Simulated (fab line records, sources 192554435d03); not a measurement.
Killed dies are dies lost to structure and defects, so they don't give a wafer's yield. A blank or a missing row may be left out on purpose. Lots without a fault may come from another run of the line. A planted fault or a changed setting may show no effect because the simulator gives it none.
Chamber matching | flow n5_finfet | N5_BEOL_M1_DESCUM_33 on rie_diel-05: 4 sister chambers
The step chemistry O2, time 7 s. 8 wafers are shown with their chamber, then 8 later ones without.

WAFERS WITH THEIR CHAMBER
wafer  | chamber | showerhead_plenum_p_Torr (Torr) | drypump_motor_current_A (A)
L082.4 | 0       | 2.05                            | 5.8
L083.2 | 1       | 2.16                            | 5.6
L083.4 | 1       | 2.16                            | 5.7
L083.6 | 3       | 2.09                            | 5.2
L093.1 | 2       | 2.17                            | 5.9
L093.4 | 0       | 2.04                            | 5.8
L093.6 | 2       | 2.17                            | 6.0
L094.1 | 3       | 2.08                            | 5.2

WAFERS WITHOUT THEIR CHAMBER
wafer  | showerhead_plenum_p_Torr (Torr) | drypump_motor_current_A (A)
L094.2 | 2.15                            | 5.7
L094.5 | 2.08                            | 5.2
L096.2 | 2.04                            | 5.8
L096.4 | 2.17                            | 6.0
L096.5 | 2.08                            | 5.2
L097.2 | 2.04                            | 5.8
L097.3 | 2.17                            | 6.0
L097.6 | 2.08                            | 5.1

WHICH CHAMBER EACH WENT THROUGH
wafer  | from the rows above | in truth
L094.2 | 1                   | 1
L094.5 | 3                   | 3
L096.2 | 0                   | 0
L096.4 | 2                   | 2
L096.5 | 3                   | 3
L097.2 | 0                   | 0
L097.3 | 2                   | 2
L097.6 | 3                   | 3
Placed correctly: 8 of 8. Can't be placed from these rows: 0. Placed wrongly: 0.
How it was worked out, from the rows above alone: a wafer's distance from a chamber is the root of the sum, over the readings, of the square of ((its reading less the chamber's mean) divided by the reading's scatter). The wafer belongs to the nearest chamber; if the next one is less than 2 further off, it can't be placed. A chamber's mean is the mean of its shown wafers. The scatter: the root of (the sum of the squares of (reading less its chamber's mean) over the shown wafers, divided by (wafers less chambers)).
